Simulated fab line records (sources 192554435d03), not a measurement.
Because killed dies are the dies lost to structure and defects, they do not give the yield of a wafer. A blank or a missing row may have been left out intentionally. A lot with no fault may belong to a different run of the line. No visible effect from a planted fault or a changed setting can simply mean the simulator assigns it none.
Chamber matching | flow n5 finfet | N5_BEOL_M13_ETCH_38 on rie diel-02 has 4 sister chambers
The step etches SiCN in CF4/N2, target depth 67.5 nm, time 71.9 s. 4 wafers are shown with their chamber, then 10 later ones without.

## EACH WAFER AND ITS CHAMBER
wafer  | chamber | throttle valve pct (%)
L083.4 | 1       | 15.11
L083.5 | 2       | 15.77
L084.3 | 3       | 15.88
L084.4 | 0       | 15.19

## WAFERS WITHOUT THEIR CHAMBER
wafer  | throttle valve pct (%)
L084.5 | 15.87
L093.2 | 15.20
L093.3 | 15.15
L093.5 | 15.17
L094.1 | 15.81
L094.5 | 15.38
L094.6 | 15.80
L095.1 | 15.18
L095.4 | 15.82
L095.5 | 15.81

## WHICH CHAMBER EACH ONE RAN IN
wafer  | from the rows above     | in truth
L084.5 | can't be placed: 3 or 2 | 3
L093.2 | can't be placed: 0 or 1 | 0
L093.3 | can't be placed: 0 or 1 | 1
L093.5 | can't be placed: 0 or 1 | 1
L094.1 | can't be placed: 2 or 3 | 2
L094.5 | can't be placed: 0 or 1 | 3
L094.6 | can't be placed: 2 or 3 | 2
L095.1 | can't be placed: 0 or 1 | 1
L095.4 | can't be placed: 2 or 3 | 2
L095.5 | can't be placed: 2 or 3 | 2
0 of 10 placed correctly. Cannot be placed on the basis of these rows: 10; the candidates contain the true chamber in 9. Number placed wrongly: 0.
How it was worked out, from the rows above alone: a wafer's distance from a chamber is the root of the sum, over the readings, of the square of ((its reading less the chamber's mean) divided by the reading's scatter). The wafer belongs to the nearest chamber; if the next one is less than 2 further off, it can't be placed. The mean given for a chamber averages the wafers shown for that chamber. The scatter: with one shown wafer a chamber, the root of the mean of the squares of how far each hidden wafer lies from its nearest shown one.
